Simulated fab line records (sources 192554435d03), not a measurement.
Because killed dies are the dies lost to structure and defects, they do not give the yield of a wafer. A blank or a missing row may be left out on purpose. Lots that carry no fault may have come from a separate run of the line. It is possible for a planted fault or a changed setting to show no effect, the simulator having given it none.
fab line records ; flow n5Finfet
[record] lots = 7; wafers = 39
route steps=1938 shown ZERO_LAYER@11 FIN_SAQP@130 HKMG_FIN@457 BEOL_M0_SAQP@638 BEOL_M4@1021
startH: hours from the record's first day to the start of the lot's first wafer shown ; waitH: hours from the lot's prior step to this one ; " identical to the entry in the row above ; L1.1+2: a single row standing in for several wafers ; - no value present, or no start provided ; * or withheld: withheld ; < > ~ a bound
route shown NAME@n: NAME is a module with steps in the file, n the number in the route of the first one ; usual: average and standard deviation across the fault-free wafers ; same: alike in all rows ; chamber/n: place in a boat ; sites: per-site readings ; _std_site: the standard deviation of these ; _edge_site: inner sites' mean taken away from outer sites' mean ; radiusMm: how far each site lies from the wafer's centre ; mask NAME#n: copy n ; behind: tool/chamber where the wafer was last shaped ; hold: the reason the lot was held/the length of the hold in hours/how it ended ; device: the transistor (n, p or np) that didn't switch ; end of line: tests of these same wafers at the route's end ; a step given without rows: its recipe and nothing more ; killed: at the first sort, the dies lost to defects and structure; wafer yield is something else ; map: per-die view of a wafer (x killed, . not killed, _ where there is no die)
set.NAME: the setting that was run; set.NAME@STEP: the one run at that earlier step ; model.NAME: the simulator's own value behind a step, which no gauge read
one table per step and one row per wafer, for lots whose settings were changed on purpose
[[steps]]
[step N5_ZERO_LAYER_DEVELOP_10]
[recipe] developTimeS = 60; rinseLiquid = diw; dry = airSpin; devTempC = 21
lot.wafer;tool;chamber;startH;waitH;set.developTimeS
L075.1+3+5;lithoTrack-04;0;-;-;60
L075.2+4+6;lithoTrack-04;0;-;-;41.5
L080.1+4+5;lithoTrack-03;0;-;-;80.12
L080.2+3+6;lithoTrack-03;0;-;-;60
L081.1+3+5;lithoTrack-04;0;-;-;84.72
L081.2+4+6;lithoTrack-04;0;-;-;60
L082.1+2+5;lithoTrack-03;0;-;-;60
L082.3+4+6;lithoTrack-03;0;-;-;89.48
L086.1+2+4;lithoTrack-05;0;-;-;60
L088.1+2+6;lithoTrack-05;0;-;-;45.86
L088.3+4+5;lithoTrack-05;0;-;-;60
L095.1+4+6;lithoTrack-04;0;-;-;60
L095.2+3+5;lithoTrack-04;0;-;-;73.35
[step N5_ZERO_LAYER_HARDBAKE_23]
[recipe] tempC = 130; timeS = 120
[step N5_ZERO_LAYER_CD_MEAS_11]
[recipe] targetCdNm = 2000; landingEnergyEv = 500; detector = seInlens
[usual] cdNm = 2000.4/1.9
lot.wafer;tool;chamber;startH;waitH;set.developTimeS@ZERO_LAYER_DEVELOP_10;cdNm
L075.1;cdSem-03;0;18.64;-;60;1999.5
L075.2;cdSem-03;0;18.64;-;41.5;1993.3
L075.3;cdSem-03;0;18.64;-;60;1997.7
L075.4;cdSem-03;0;18.64;-;41.5;1988.5
L075.5;cdSem-03;0;18.64;-;60;2002.5
L075.6;cdSem-03;0;18.64;-;41.5;1992.0
L080.1;cdSem-01;0;48.83;-;80.12;2008.3
L080.2;cdSem-01;0;48.83;-;60;2001.9
L080.3;cdSem-01;0;48.83;-;60;2003.6
L080.4;cdSem-01;0;48.83;-;80.12;2007.6
L080.5;cdSem-01;0;48.83;-;80.12;2009.9
L080.6;cdSem-01;0;48.83;-;60;2005.3
L081.1;cdSem-03;0;54.83;-;84.72;2006.8
L081.2;cdSem-03;0;54.83;-;60;1999.2
L081.3;cdSem-03;0;54.83;-;84.72;2005.9
L081.4;cdSem-03;0;54.83;-;60;2000.6
L081.5;cdSem-03;0;54.83;-;84.72;2008.4
L081.6;cdSem-03;0;54.83;-;60;1996.7
L082.1;cdSem-01;0;60.82;-;60;2003.8
L082.2;cdSem-01;0;60.82;-;60;2001.7
L082.3;cdSem-01;0;60.82;-;89.48;2009.4
L082.4;cdSem-01;0;60.82;-;89.48;2011.1
L082.5;cdSem-01;0;60.82;-;60;2004.9
L082.6;cdSem-01;0;60.82;-;89.48;2006.7
L086.1;cdSem-03;0;84.77;-;60;1999.0
L086.2;cdSem-03;0;84.77;-;60;1998.3
L086.4;cdSem-03;0;84.77;-;60;1999.5
L088.1;cdSem-01;0;96.64;-;45.86;1993.9
L088.2;cdSem-01;0;96.64;-;45.86;1995.7
L088.3;cdSem-01;0;96.64;-;60;2001.7
L088.4;cdSem-01;0;96.64;-;60;2001.4
L088.5;cdSem-01;0;96.64;-;60;2002.6
L088.6;cdSem-01;0;96.64;-;45.86;1998.1
L095.1;cdSem-01;0;138.77;-;60;1999.4
L095.2;cdSem-01;0;138.77;-;73.35;2001.8
L095.3;cdSem-01;0;138.77;-;73.35;2000.6
L095.4;cdSem-01;0;138.77;-;60;2000.6
L095.5;cdSem-01;0;138.77;-;73.35;2002.7
L095.6;cdSem-01;0;138.77;-;60;1997.7
[step N5_FIN_SAQP_ETCH_65]
[recipe] chemistry = CF4; target = SiO2; targetDepthA = 40; ionEnergyEv = 350; timeS = 4.4; pressureMtorr = 10; icpW = 800; biasW = 400; cf4FlowSccm = 80
lot.wafer;tool;chamber;startH;waitH;set.timeS;model.etch.depthNm
L075.1;rieSi-01;2;30.05;0.1;4.4;3.897
L075.2;rieSi-01;0;30.05;0.1;4.4;3.985
L075.3;rieSi-01;1;30.05;0.1;3.277;2.925
L075.4;rieSi-01;3;30.05;0.1;3.277;3.003
L075.5;rieSi-01;3;30.05;0.1;3.277;2.996
L075.6;rieSi-01;2;30.05;0.1;4.4;3.876
L080.1;rieSi-01;3;61.54;0.1;2.194;1.961
L080.2;rieSi-01;1;61.54;0.1;4.4;3.923
L080.3;rieSi-01;2;61.54;0.1;4.4;3.849
L080.4;rieSi-01;0;61.54;0.1;4.4;3.921
L080.5;rieSi-01;0;61.54;0.1;2.194;1.947
L080.6;rieSi-01;3;61.54;0.1;2.194;1.97
L081.1;rieSi-02;3;66.18;0.1;4.4;4.006
L081.2;rieSi-02;0;66.18;0.1;4.4;3.965
L081.3;rieSi-02;1;66.18;0.1;4.4;3.847
L081.4+5;rieSi-02;2,0;66.18;0.1;4.4;3.976
L081.6;rieSi-02;1;66.18;0.1;4.4;3.878
L082.1;rieSi-04;0;72.88;0.1;4.4;3.942
L082.2;rieSi-04;1;72.88;0.1;6.801;5.888
L082.3;rieSi-04;3;72.88;0.1;4.4;3.921
L082.4;rieSi-04;2;72.88;0.1;6.801;6.123
L082.5;rieSi-04;0;72.88;0.1;4.4;3.982
L082.6;rieSi-04;1;72.88;0.1;6.801;5.92
L086.1;rieSi-01;2;97.78;0.1;4.4;3.882
L086.2;rieSi-01;0;97.78;0.1;4.4;4.039
L086.4;rieSi-01;1;97.78;0.1;4.4;3.947
L088.1;rieSi-01;3;109.77;0.1;4.4;4.02
L088.2;rieSi-01;2;109.77;0.1;4.4;3.882
L088.3;rieSi-01;0;109.77;0.1;6.113;5.582
L088.4;rieSi-01;1;109.77;0.1;4.4;3.928
L088.5;rieSi-01;3;109.77;0.1;6.113;5.592
L088.6;rieSi-01;2;109.77;0.1;6.113;5.462
L095.1;rieSi-04;0;149.51;0.1;2.097;1.92
L095.2;rieSi-04;1;149.51;0.1;4.4;3.843
L095.3;rieSi-04;3;149.51;0.1;4.4;3.957
L095.4;rieSi-04;2;149.51;0.1;4.4;4.014
L095.5;rieSi-04;0;149.51;0.1;2.097;1.903
L095.6;rieSi-04;3;149.51;0.1;2.097;1.886
[step N5_HKMG_FIN_ALD_72]
[recipe] material = W; targetThkA = 20; tempC = 300; pressureTorr = 7.5; aldPrecursorFamily = WF6; aldCoReactant = B2H6; pulseTimeS = 1; purgeTimeS = 2; coReactantPurgeTimeS = 2; coReactantPulseTimeS = 3; aldCycles = 7
lot.wafer;tool;chamber;startH;waitH;set.aldCycles;model.W_of_HKMG_FIN_ALD_72.thkNm
L075.1+2;cvdW-02;1,0;86.81;0.2;7;1.8
L075.3+6;cvdW-02;1;86.81;0.2;3;0.6
L075.4;cvdW-02;0;86.81;0.2;3;0.8
L075.5;cvdW-02;0;86.81;0.2;7;2
L080.1+2+5;cvdW-02;1,0,1;116.09;0.2;7;2
L080.3+4+6;cvdW-02;1,0,0;116.09;0.2;10;2.8
L081.1;cvdW-01;1;122.87;0.2;10;3
L081.2+6;cvdW-01;0;122.87;0.2;10;2.8
L081.3+4+5;cvdW-01;0,1,1;122.87;0.2;7;2
L082.1;cvdW-01;1;130.12;0.2;5;1.6
L082.2+6;cvdW-01;0,1;130.12;0.2;5;1.4
L082.3+4+5;cvdW-01;0,1,0;130.12;0.2;7;2
L086.1+2;cvdW-01;0;153.33;0.2;7;2.2
L086.4;cvdW-01;0;153.33;0.2;7;2
L088.1+2+5;cvdW-02;1,0,0;164.65;0.2;7;2
L088.3+6;cvdW-02;1;164.65;0.2;9;2.6
L088.4;cvdW-02;0;164.65;0.2;9;2.8
L095.1+2+3+4+5+6;cvdW-01;1,0,1,0,1,0;203.10;0.2;7;2
[step N5_BEOL_M0_SAQP_PECVD_04]
[recipe] material = a-Si; targetThkA = 600; tempC = 350; precursor = SiH4/He; pressureTorr = 3; rfW = 100; timeS = 60.2
lot.wafer;tool;chamber;startH;waitH;set.timeS;model.a-Si_of_BEOL_M0_SAQP_PECVD_04.thkNm
L075.1;pecvd-03;1;115.45;0.0;60.2;59.2
L075.2+5;pecvd-03;0;115.45;0.0;60.2;59
L075.3;pecvd-03;2;115.45;0.0;60.2;60.2
L075.4;pecvd-03;2;115.45;0.0;60.2;60.4
L075.6;pecvd-03;1;115.45;0.0;60.2;59.8
L080.1;pecvd-02;2;146.10;0.0;60.2;58.6
L080.2;pecvd-02;0;146.10;0.0;34.18;33.8
L080.3;pecvd-02;1;146.10;0.0;60.2;58.8
L080.4;pecvd-02;2;146.10;0.0;34.18;34
L080.5;pecvd-02;0;146.10;0.0;60.2;60.4
L080.6;pecvd-02;1;146.10;0.0;34.18;33.2
L081.1+2;pecvd-03;0,2;148.71;0.0;60.2;60
L081.3;pecvd-03;1;148.71;0.0;60.2;59
L081.4;pecvd-03;2;148.71;0.0;60.2;61.4
L081.5;pecvd-03;1;148.71;0.0;60.2;59.6
L081.6;pecvd-03;0;148.71;0.0;60.2;60.4
L082.1;pecvd-03;2;159.80;0.0;60.2;59.4
L082.2;pecvd-03;0;159.80;0.0;43.85;43.2
L082.3;pecvd-03;1;159.80;0.0;60.2;59
L082.4;pecvd-03;2;159.80;0.0;43.85;44
L082.5;pecvd-03;1;159.80;0.0;43.85;43.4
L082.6;pecvd-03;0;159.80;0.0;60.2;60.2
L086.1;pecvd-04;2;184.38;0.0;60.2;58.6
L086.2;pecvd-04;0;184.38;0.0;60.2;59.2
L086.4;pecvd-04;2;184.38;0.0;60.2;59.8
L088.1;pecvd-02;1;197.97;0.0;36.31;35.4
L088.2;pecvd-02;0;197.97;0.0;60.2;59.8
L088.3;pecvd-02;2;197.97;0.0;60.2;59.6
L088.4+6;pecvd-02;2,1;197.97;0.0;36.31;36.6
L088.5;pecvd-02;0;197.97;0.0;60.2;60.6
L095.1;pecvd-02;0;228.59;0.0;80.65;80.4
L095.2;pecvd-02;1;228.59;0.0;60.2;59.4
L095.3;pecvd-02;2;228.59;0.0;80.65;78.6
L095.4;pecvd-02;0;228.59;0.0;60.2;60.8
L095.5;pecvd-02;1;228.59;0.0;80.65;80.2
L095.6;pecvd-02;2;228.59;0.0;60.2;59.6
[step N5_BEOL_M0_SAQP_THK_MEAS_05]
[usual] thkNm = 59.7/0.77
lot.wafer;tool;chamber;startH;waitH;set.timeS@BEOL_M0_SAQP_PECVD_04;thkNm
L075.1;filmMetro-02;-;115.55;0.1;60.2;59.2
L075.2;filmMetro-02;-;115.55;0.1;60.2;58.9
L075.3;filmMetro-02;-;115.55;0.1;60.2;60.2
L075.4;filmMetro-02;-;115.55;0.1;60.2;60.5
L075.5;filmMetro-02;-;115.55;0.1;60.2;59.1
L075.6;filmMetro-02;-;115.55;0.1;60.2;59.9
L080.1;filmMetro-02;-;146.19;0.1;60.2;58.7
L080.2;filmMetro-02;-;146.19;0.1;34.18;33.9
L080.3;filmMetro-02;-;146.19;0.1;60.2;58.7
L080.4;filmMetro-02;-;146.19;0.1;34.18;33.9
L080.5;filmMetro-02;-;146.19;0.1;60.2;60.3
L080.6;filmMetro-02;-;146.19;0.1;34.18;33.2
L081.1;filmMetro-01;-;148.80;0.1;60.2;60.0
L081.2;filmMetro-01;-;148.80;0.1;60.2;59.9
L081.3;filmMetro-01;-;148.80;0.1;60.2;59.1
L081.4;filmMetro-01;-;148.80;0.1;60.2;61.5
L081.5;filmMetro-01;-;148.80;0.1;60.2;59.6
L081.6;filmMetro-01;-;148.80;0.1;60.2;60.4
L082.1;filmMetro-01;-;159.90;0.1;60.2;59.5
L082.2;filmMetro-01;-;159.90;0.1;43.85;43.1
L082.3;filmMetro-01;-;159.90;0.1;60.2;58.9
L082.4;filmMetro-01;-;159.90;0.1;43.85;44.1
L082.5;filmMetro-01;-;159.90;0.1;43.85;43.3
L082.6;filmMetro-01;-;159.90;0.1;60.2;60.3
L086.1;filmMetro-02;-;184.47;0.1;60.2;58.6
L086.2;filmMetro-02;-;184.47;0.1;60.2;59.3
L086.4;filmMetro-02;-;184.47;0.1;60.2;59.9
L088.1;filmMetro-02;-;198.06;0.1;36.31;35.3
L088.2;filmMetro-02;-;198.06;0.1;60.2;59.7
L088.3;filmMetro-02;-;198.06;0.1;60.2;59.5
L088.4;filmMetro-02;-;198.06;0.1;36.31;36.5
L088.5;filmMetro-02;-;198.06;0.1;60.2;60.6
L088.6;filmMetro-02;-;198.06;0.1;36.31;36.7
L095.1;filmMetro-01;-;228.68;0.1;80.65;80.3
L095.2;filmMetro-01;-;228.68;0.1;60.2;59.4
L095.3;filmMetro-01;-;228.68;0.1;80.65;78.5
L095.4;filmMetro-01;-;228.68;0.1;60.2;60.9
L095.5;filmMetro-01;-;228.68;0.1;80.65;80.3
L095.6;filmMetro-01;-;228.68;0.1;60.2;59.5
[step N5_BEOL_M0_SAQP_HM_DEP_111]
[recipe] material = SiO2; targetThkA = 120; tempC = 400; precursor = SiH4/N2O; pressureTorr = 0.75; rfW = 275; timeS = 7.2
[step N5_BEOL_M0_SAQP_COAT_81]
[recipe] resist = SOC; tempC = 250; timeS = 60; spinRpm = 1500; resistThkNm = 100
[step N5_BEOL_M0_SAQP_HM_OPEN_112]
[recipe] chemistry = CHF3/O2; target = SiO2; stopOn = a-Si; targetDepthA = 120; overEtchFrac = 1.25; maskMaterial = SOC; timeS = 13.5; pressureMtorr = 30; sourceW = 650; biasW = 170; Ar_flow_sccm = 200; CHF3_flow_sccm = 50; O2_flow_sccm = 5; ionEnergyEv = 200; ends = endPoint
[step N5_BEOL_M0_SAQP_STRIP_113]
[recipe] chemistry = CHF3/O2; resist = SiARC; rfFrequencyHz = 6e+07
[step N5_BEOL_M0_SAQP_MANDREL_ETCH_20]
[recipe] targetDepthA = 600; chemistry = HBr/Cl2; target = a-Si; stopOn = SiNx; btTimeS = 10; maskMaterial = SOC; overEtchFrac = 0.5; timeS = 30; pressureMtorr = 10; icpW = 800; biasW = 75; HBr_flow_sccm = 150; Cl2_flow_sccm = 80; ends = endPoint
[usual] oesProductAu = 0.778/0.014
lot.wafer;tool;chamber;startH;waitH;set.timeS@BEOL_M0_SAQP_PECVD_04;oesProductAu;model.etch.depthNm
L075.1;rieSi-03;1;116.81;0.0;60.2;0.766;59.07
L075.2;rieSi-03;3;116.81;0.0;60.2;0.787;58.95
L075.3;rieSi-03;0;116.81;0.0;60.2;0.769;60.21
L075.4;rieSi-03;2;116.81;0.0;60.2;0.776;60.41
L075.5;rieSi-03;1;116.81;0.0;60.2;0.759;59.05
L075.6;rieSi-03;2;116.81;0.0;60.2;0.761;59.77
L080.1;rieSi-05;2;147.11;0.0;60.2;0.764;58.49
L080.2;rieSi-05;3;147.11;0.0;34.18;0.577;33.79
L080.3;rieSi-05;0;147.11;0.0;60.2;0.788;58.73
L080.4;rieSi-05;1;147.11;0.0;34.18;0.596;33.95
L080.5;rieSi-05;1;147.11;0.0;60.2;0.802;60.17
L080.6;rieSi-05;0;147.11;0.0;34.18;0.595;33.18
L081.1;rieSi-05;1;149.52;0.0;60.2;0.780;60
L081.2;rieSi-05;3;149.52;0.0;60.2;0.777;59.9
L081.3;rieSi-05;0;149.52;0.0;60.2;0.779;58.98
L081.4;rieSi-05;2;149.52;0.0;60.2;0.797;61.41
L081.5;rieSi-05;3;149.52;0.0;60.2;0.764;59.57
L081.6;rieSi-05;2;149.52;0.0;60.2;0.786;60.43
L082.1;rieSi-06;0;160.75;0.0;60.2;0.793;59.48
L082.2;rieSi-06;3;160.75;0.0;43.85;0.651;43.1
L082.3;rieSi-06;2;160.75;0.0;60.2;0.766;58.87
L082.4;rieSi-06;1;160.75;0.0;43.85;0.653;43.94
L082.5;rieSi-06;0;160.75;0.0;43.85;0.658;43.27
L082.6;rieSi-06;1;160.75;0.0;60.2;0.763;60.3
L086.1;rieSi-05;2;185.32;0.0;60.2;0.773;58.63
L086.2;rieSi-05;3;185.32;0.0;60.2;0.764;59.27
L086.4;rieSi-05;1;185.32;0.0;60.2;0.788;59.85
L088.1;rieSi-05;2;198.91;0.0;36.31;0.596;35.33
L088.2;rieSi-05;1;198.91;0.0;60.2;0.787;59.77
L088.3;rieSi-05;0;198.91;0.0;60.2;0.795;59.53
L088.4;rieSi-05;2;198.91;0.0;36.31;0.600;36.4
L088.5;rieSi-05;1;198.91;0.0;60.2;0.795;60.53
L088.6;rieSi-05;0;198.91;0.0;36.31;0.613;36.55
L095.1;rieSi-05;2;229.55;0.0;80.65;0.943;80.33
L095.2;rieSi-05;0;229.55;0.0;60.2;0.789;59.37
L095.3;rieSi-05;3;229.55;0.0;80.65;0.907;78.53
L095.4;rieSi-05;1;229.55;0.0;60.2;0.803;60.89
L095.5;rieSi-05;1;229.55;0.0;80.65;0.947;80.29
L095.6;rieSi-05;2;229.55;0.0;60.2;0.781;59.55
[step N5_BEOL_M4_ILD_DEP_00]
[recipe] material = SiOC; targetThkA = 790; tempC = 350; precursor = DEMS/O2; pressureTorr = 5; rfW = 500; timeS = 15.3
lot.wafer;tool;chamber;startH;waitH;set.timeS;model.SiOC_of_BEOL_M4_ILD_DEP_00.thkNm
L075.1+3;pecvd-01;0,1;164.68;0.0;15.3;77.2
L075.2;pecvd-01;2;164.68;0.0;15.3;77.6
L075.4;pecvd-01;1;164.68;0.0;15.3;79.2
L075.5;pecvd-01;2;164.68;0.0;15.3;78.8
L075.6;pecvd-01;0;164.68;0.0;15.3;78
L080.1;pecvd-04;0;222.71;0.0;7.524;39.8
L080.2;pecvd-04;1;222.71;0.0;7.524;39.6
L080.3;pecvd-04;2;222.71;0.0;15.3;77.2
L080.4;pecvd-04;2;222.71;0.0;15.3;79.2
L080.5;pecvd-04;0;222.71;0.0;15.3;80.6
L080.6;pecvd-04;1;222.71;0.0;7.524;40.8
L081.1;pecvd-01;0;225.31;0.0;7.52;37.8
L081.2;pecvd-01;1;225.31;0.0;15.3;76.2
L081.3+4;pecvd-01;1,0;225.31;0.0;15.3;77.2
L081.5;pecvd-01;1;225.31;0.0;7.52;38
L081.6;pecvd-01;0;225.31;0.0;7.52;39.2
L082.1;pecvd-01;1;225.45;0.0;15.3;77.2
L082.2;pecvd-01;0;225.45;0.0;23.54;119
L082.3;pecvd-01;1;225.45;0.0;15.3;79.2
L082.4;pecvd-01;0;225.45;0.0;23.54;121.2
L082.5;pecvd-01;0;225.45;0.0;15.3;80.6
L082.6;pecvd-01;1;225.45;0.0;23.54;120.4
L086.1+2;pecvd-03;0,2;269.27;0.0;15.3;78.2
L086.4;pecvd-03;1;269.27;0.0;15.3;80
L088.1;pecvd-04;0;272.67;0.0;6.863;36.2
L088.2;pecvd-04;1;272.67;0.0;6.863;35.6
L088.3;pecvd-04;2;272.67;0.0;15.3;77
L088.4;pecvd-04;0;272.67;0.0;15.3;80.6
L088.5;pecvd-04;1;272.67;0.0;15.3;79.6
L088.6;pecvd-04;2;272.67;0.0;6.863;35
L095.1;pecvd-03;2;301.87;0.0;11.41;60.6
L095.2;pecvd-03;0;301.87;0.0;15.3;78.6
L095.3;pecvd-03;1;301.87;0.0;11.41;60
L095.4+5;pecvd-03;2,0;301.87;0.0;15.3;80.4
L095.6;pecvd-03;1;301.87;0.0;11.41;61.6
[step N5_BEOL_M4_THK_MEAS_01]
[recipe] reads = SiOC_of_BEOL_M4_ILD_DEP_00
[usual] M4_ILD_THK = 78.8/1.1
lot.wafer;tool;chamber;startH;waitH;set.timeS@BEOL_M4_ILD_DEP_00;M4_ILD_THK[nm]
L075.1;filmMetro-02;-;164.74;0.0;15.3;77.1
L075.2;filmMetro-02;-;164.74;0.0;15.3;77.5
L075.3;filmMetro-02;-;164.74;0.0;15.3;77.3
L075.4;filmMetro-02;-;164.74;0.0;15.3;79.3
L075.5;filmMetro-02;-;164.74;0.0;15.3;78.8
L075.6;filmMetro-02;-;164.74;0.0;15.3;78.0
L080.1;filmMetro-01;-;222.77;0.0;7.524;39.9
L080.2;filmMetro-01;-;222.77;0.0;7.524;39.6
L080.3;filmMetro-01;-;222.77;0.0;15.3;77.2
L080.4;filmMetro-01;-;222.77;0.0;15.3;79.1
L080.5;filmMetro-01;-;222.77;0.0;15.3;80.6
L080.6;filmMetro-01;-;222.77;0.0;7.524;40.7
L081.1;filmMetro-01;-;225.39;0.1;7.52;37.9
L081.2;filmMetro-01;-;225.39;0.1;15.3;76.2
L081.3;filmMetro-01;-;225.39;0.1;15.3;77.1
L081.4;filmMetro-01;-;225.39;0.1;15.3;77.3
L081.5;filmMetro-01;-;225.39;0.1;7.52;37.9
L081.6;filmMetro-01;-;225.39;0.1;7.52;39.1
L082.1;filmMetro-02;-;225.54;0.1;15.3;77.3
L082.2;filmMetro-02;-;225.54;0.1;23.54;119.0
L082.3;filmMetro-02;-;225.54;0.1;15.3;79.2
L082.4;filmMetro-02;-;225.54;0.1;23.54;121.3
L082.5;filmMetro-02;-;225.54;0.1;15.3;80.6
L082.6;filmMetro-02;-;225.54;0.1;23.54;120.3
L086.1;filmMetro-02;-;269.36;0.1;15.3;78.2
L086.2;filmMetro-02;-;269.36;0.1;15.3;78.1
L086.4;filmMetro-02;-;269.36;0.1;15.3;79.9
L088.1;filmMetro-02;-;272.74;0.0;6.863;36.1
L088.2;filmMetro-02;-;272.74;0.0;6.863;35.6
L088.3;filmMetro-02;-;272.74;0.0;15.3;77.0
L088.4;filmMetro-02;-;272.74;0.0;15.3;80.5
L088.5;filmMetro-02;-;272.74;0.0;15.3;79.7
L088.6;filmMetro-02;-;272.74;0.0;6.863;35.0
L095.1;filmMetro-02;-;301.94;0.0;11.41;60.7
L095.2;filmMetro-02;-;301.94;0.0;15.3;78.6
L095.3;filmMetro-02;-;301.94;0.0;11.41;60.1
L095.4;filmMetro-02;-;301.94;0.0;15.3;80.5
L095.5;filmMetro-02;-;301.94;0.0;15.3;80.4
L095.6;filmMetro-02;-;301.94;0.0;11.41;61.5
[[key]]
[split] step = N5_ZERO_LAYER_DEVELOP_10; setting = developTimeS; stated = 60; by = wafer
[response] step = N5_ZERO_LAYER_CD_MEAS_11; reading = cdNm; change = +0.172; per = 1%; r = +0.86
[split] step = N5_FIN_SAQP_ETCH_65; setting = timeS; stated = 4.4; by = wafer
[response] step = N5_FIN_SAQP_ETCH_65; reading = model.etch.depthNm; change = +0.0386; per = 1%; r = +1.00
[split] step = N5_HKMG_FIN_ALD_72; setting = aldCycles; stated = 7; by = wafer
[response] step = N5_HKMG_FIN_ALD_72; reading = model.W_of_HKMG_FIN_ALD_72.thkNm; change = +0.0203; per = 1%; r = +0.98
[split] step = N5_BEOL_M0_SAQP_PECVD_04; setting = timeS; stated = 60.2; by = wafer
[response] step = N5_BEOL_M0_SAQP_PECVD_04; reading = model.a-Si_of_BEOL_M0_SAQP_PECVD_04.thkNm; change = +0.592; per = 1%; r = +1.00
[response] step = N5_BEOL_M0_SAQP_THK_MEAS_05; reading = thkNm; change = *; per = 1%; r = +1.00
[response] step = N5_BEOL_M0_SAQP_MANDREL_ETCH_20; reading = oesProductAu; change = +0.0045; per = 1%; r = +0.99
[response] step = N5_BEOL_M0_SAQP_MANDREL_ETCH_20; reading = model.etch.depthNm; change = +0.592; per = 1%; r = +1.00
[split] step = N5_BEOL_M4_ILD_DEP_00; setting = timeS; stated = 15.3; by = wafer
[response] step = N5_BEOL_M4_ILD_DEP_00; reading = model.SiOC_of_BEOL_M4_ILD_DEP_00.thkNm; change = +0.769; per = 1%; r = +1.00
[response] step = N5_BEOL_M4_THK_MEAS_01; reading = M4_ILD_THK; change = +0.769; per = 1%; r = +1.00
